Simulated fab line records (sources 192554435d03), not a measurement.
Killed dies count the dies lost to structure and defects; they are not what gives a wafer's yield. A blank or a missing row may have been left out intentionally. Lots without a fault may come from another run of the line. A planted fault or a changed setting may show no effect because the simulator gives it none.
Chamber matching | flow n5Finfet | N5_BEOL_M7_ETCH_65 on rieDiel-04: 4 sister chambers
The step etches SiARC in CF4, target depth 15.6 nm, time 26 s. 20 wafers are shown with their chamber, then 10 later ones without.

== WAFERS WITH THEIR CHAMBER ==
wafer  | chamber | showerheadPlenumPTorr (Torr) | drypumpMotorCurrentA (A) | throttleValvePct (%)
L084.2 | 3       | 2.04                         | 6.5                      | 15.75
L084.3 | 3       | 2.04                         | 6.5                      | 15.75
L084.6 | 3       | 2.04                         | 6.6                      | 15.75
L085.1 | 3       | 2.04                         | 6.5                      | 15.75
L085.5 | 2       | 2.19                         | 5.8                      | 15.90
L085.6 | 3       | 2.04                         | 6.5                      | 15.77
L092.1 | 1       | 2.07                         | 5.7                      | 15.36
L092.2 | 3       | 2.03                         | 6.5                      | 15.79
L092.3 | 2       | 2.19                         | 5.8                      | 15.41
L092.4 | 0       | 2.19                         | 5.8                      | 15.47
L092.5 | 1       | 2.07                         | 5.7                      | 15.34
L092.6 | 2       | 2.19                         | 5.8                      | 15.42
L093.1 | 2       | 2.19                         | 5.7                      | 15.41
L093.3 | 3       | 2.03                         | 6.5                      | 15.81
L093.6 | 3       | 2.03                         | 6.4                      | 15.79
L095.1 | 0       | 2.19                         | 5.8                      | 15.48
L095.2 | 1       | 2.07                         | 5.7                      | 15.37
L095.3 | 2       | 2.19                         | 5.8                      | 15.41
L095.4 | 3       | 2.03                         | 6.5                      | 15.80
L095.5 | 1       | 2.07                         | 5.7                      | 15.37

SIGNATURES (means of the wafers above)
reading               | chamber 0 | chamber 1 | chamber 2 | chamber 3 | scatter within a chamber
showerheadPlenumPTorr | 2.1900    | 2.0700    | 2.1900    | 2.0356    | 0.00373
drypumpMotorCurrentA  | 5.800     | 5.700     | 5.780     | 6.500     | 0.0418
throttleValvePct      | 15.4750   | 15.3600   | 15.5100   | 15.7733   | 0.111
Rule: for each reading, subtract the chamber's mean from the wafer's reading, divide by that reading's scatter and square the result; add these up over the readings and take the root, which gives the wafer's distance from the chamber. If the next closest chamber is less than 2 further off than the closest, the wafer can't be placed; otherwise it belongs to the closest. How the scatter is found: for the shown wafers, subtract from each reading the mean of its chamber, square and add these, divide the total by (wafers less chambers), then take the root.

== WAFERS WHOSE CHAMBER IS MISSING ==
wafer  | showerheadPlenumPTorr (Torr) | drypumpMotorCurrentA (A) | throttleValvePct (%)
L095.6 | 2.19                         | 5.8                      | 15.42
L094.2 | 2.07                         | 5.7                      | 15.37
L094.3 | 2.19                         | 5.7                      | 15.42
L094.5 | 2.07                         | 5.7                      | 15.38
L097.1 | 2.18                         | 5.8                      | 15.45
L097.2 | 2.19                         | 5.8                      | 15.49
L097.3 | 2.03                         | 6.5                      | 15.82
L096.3 | 2.18                         | 5.7                      | 15.43
L096.4 | 2.19                         | 5.8                      | 15.49
L096.5 | 2.18                         | 5.8                      | 15.47

== CHAMBER TAKEN BY EACH ==
wafer  | from the rows above     | in truth
L095.6 | can't be placed: 0 or 2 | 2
L094.2 | 1                       | 1
L094.3 | can't be placed: 2 or 0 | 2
L094.5 | 1                       | 1
L097.1 | can't be placed: 0 or 2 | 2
L097.2 | can't be placed: 0 or 2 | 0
L097.3 | 3                       | 3
L096.3 | can't be placed: 2 or 0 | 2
L096.4 | can't be placed: 0 or 2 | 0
L096.5 | can't be placed: 0 or 2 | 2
Correctly placed: 3 of 10. Not placeable from these rows: 7 (in 7, the candidates include the true chamber). Wrongly placed: 0.
